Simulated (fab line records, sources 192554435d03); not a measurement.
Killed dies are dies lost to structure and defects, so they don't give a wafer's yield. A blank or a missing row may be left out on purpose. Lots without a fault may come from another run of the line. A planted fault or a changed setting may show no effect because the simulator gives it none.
Problem report in the 8D (eight disciplines) form, filled by code | flow n5_finfet | the parts of the form that need people (team, actions taken, sign-off) are left out

1. THE PROBLEM
oes_product_au at N5_BEOL_M1_ETCHBACK_99 reads a mean of 0.28 a.u. on 2 wafers of 2 lots; wafers without a fault read 0.77 a.u. with a standard deviation of 0.078. That is -6.3 standard deviations from the usual mean.
The step: etches SiO2 in CHF3, target depth 5 nm, time 10.4 s.
First seen on wafer L140.2, day 7 07:53, on rie_diel-03. The record holds 22 wafers of 8 lots with a number at this step. Rule for "out", or "out of limits": more than 4 standard deviations from the usual mean. The other wafers with a number count as sound.

2. WHAT IT IS AND WHAT IT IS NOT
question                    | is                       | is not
which readings at this step | oes_product_au           | drypump_motor_current_A, rf_vpp_V, showerhead_plenum_p_Torr, throttle_valve_pct
which lots                  | L140, L143               | L136, L148, L152, L157, L158, L159
which wafers of those lots  | L140.2, L143.3           | L140.4, L140.6, L143.1, L143.6
read on which tools         | rie_diel-03, rie_diel-05 | rie_diel-06
when                        | from day 7 07:53         | up to then (5 sound wafers); but 15 sound wafers of L143, L148, L152, L157, L158, L159 came after

3. SUSPECTS, AND WHAT RULES EACH OUT
Counting: a tool at a process step up to the reading stays a suspect if it ran every lot that is out. Sound lots after the first of them don't rule it out here, since some wafers of a struck lot are sound.
- pvd_sputter-02 at N5_BEOL_M1_HM_DEP_02 (deposits TiN, target thk 20 nm): kept. It ran every lot that is out, first L140 (day 7 03:58); its last sound lot up to then is L136 (day 6 06:02).
Left after counting: pvd_sputter-02 at N5_BEOL_M1_HM_DEP_02.

4. THE CAUSE (what the simulator had put in)
Process parameter drift: pvd_sputter-02, from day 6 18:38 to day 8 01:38, at N5_BEOL_M1_HM_DEP_02. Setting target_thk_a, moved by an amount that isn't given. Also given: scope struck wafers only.
Counting left only this tool.

5. THE CHAIN OF EFFECTS, in route order
Each row: a reading whose mean over the struck wafers that have a number lies more than 3 standard deviations from the usual. Only readings for which the record gives a usual standard deviation are gone through. hours: the time from each lot's start at the first step in this table that gives one to its start at this step, as a median over the lots. sigmas: the change in usual standard deviations.
hours | step                    | reading              | usual     | on struck wafers | change | sigmas
0     | N5_BEOL_M1_ETCHBACK_99  | oes_product_au       | 0.77 a.u. | 0.28             | -0.49  | -6.3
136   | N5_PASSIVATION_PROBE_49 | defect_limited_yield | 91.1 %    | 0.0              | -91.1  | -65
136   | N5_PASSIVATION_PROBE_49 | killed_at_M0_to_M3   | 33        | 1108             | +1076  | +99 or more
136   | N5_PASSIVATION_PROBE_49 | killed_dies          | 105       | 1180             | +1075  | +67
136   | N5_PASSIVATION_PROBE_49 | killed_on_rim        | 13        | 152              | +139   | +35
136   | N5_PASSIVATION_PROBE_49 | sort_bin_5_function  | 5.2 %     | 96.8             | +91.5  | +99 or more
136   | N5_PASSIVATION_PROBE_49 | sort_n_pass          | 1075      | 0                | -1075  | -67
136   | N5_PASSIVATION_PROBE_49 | sort_yield_pct       | 91.1 %    | 0.0              | -91.1  | -65
The process steps in it:
- N5_BEOL_M1_ETCHBACK_99: etches SiO2 in CHF3, target depth 5 nm, time 10.4 s.
- N5_PASSIVATION_PROBE_49
Readings that are blank on the struck wafers while sound wafers have them: trench_depth_nm at N5_BEOL_M1_OCD_MEAS_38; cd_nm at N5_BEOL_M1_CD_MEAS_35.

6. WHAT WOULD HAVE CAUGHT IT SOONER
In this record the first reading out of limits was taken at day 7 07:53, 13 hours after the fault began at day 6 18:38.
Of the tool readings at N5_BEOL_M1_HM_DEP_02 for which the record gives a usual standard deviation, none was out on any struck wafer, so an alarm limit of 4 standard deviations on them would not have fired.
Of the lots that are out (2), L143 began N5_BEOL_M1_HM_DEP_02 on pvd_sputter-02 after day 7 07:53. A hold on the tool at that time would have spared it.
